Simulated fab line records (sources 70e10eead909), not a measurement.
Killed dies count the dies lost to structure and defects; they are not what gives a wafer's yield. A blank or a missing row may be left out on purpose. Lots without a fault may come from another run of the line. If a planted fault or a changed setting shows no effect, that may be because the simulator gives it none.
Chamber matching / flow nandHarc / 4 sister chambers for NHARC_A_CHANNEL_FILL_D2_ALD_02 on aldHk-01
The step deposits SiO2, target thk 6 nm, pulse time 10 s, ald cycles 60. 4 wafers are shown with their chamber, then 8 later ones without.

EACH WAFER AND ITS CHAMBER
wafer=L074.5; chamber=2; heaterPowerW (W)=487
wafer=L090.1; chamber=1; heaterPowerW (W)=451
wafer=L090.5; chamber=0; heaterPowerW (W)=520
wafer=L091.1; chamber=3; heaterPowerW (W)=483

WAFERS WITH NO CHAMBER GIVEN
wafer=L091.3; heaterPowerW (W)=526
wafer=L091.6; heaterPowerW (W)=521
wafer=L095.1; heaterPowerW (W)=510
wafer=L095.4; heaterPowerW (W)=512
wafer=L095.5; heaterPowerW (W)=435
wafer=L096.2; heaterPowerW (W)=502
wafer=L096.3; heaterPowerW (W)=525
wafer=L096.5; heaterPowerW (W)=432

WHICH CHAMBER EACH WENT THROUGH
wafer=L091.3; from the rows above=0; in truth=0
wafer=L091.6; from the rows above=0; in truth=0
wafer=L095.1; from the rows above=can't be placed: 0 or 2 or 3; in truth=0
wafer=L095.4; from the rows above=can't be placed: 0 or 2 or 3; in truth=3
wafer=L095.5; from the rows above=1; in truth=1
wafer=L096.2; from the rows above=can't be placed: 2 or 0 or 3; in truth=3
wafer=L096.3; from the rows above=0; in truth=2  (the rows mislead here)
wafer=L096.5; from the rows above=1; in truth=1
Placed correctly: 4 of 8. Unplaceable from these rows: 3, with the true chamber sitting among the candidates in 3. Placed wrongly: 1.
How it was worked out, from the rows above alone: a wafer's distance from a chamber is the root of the sum, over the readings, of the square of ((its reading less the chamber's mean) divided by the reading's scatter). If the next closest chamber is less than 2 further off than the closest, the wafer can't be placed; otherwise it belongs to the closest. A chamber's mean is the mean of its shown wafers. The scatter: with one shown wafer a chamber, the root of the mean of the squares of how far each hidden wafer lies from its nearest shown one.
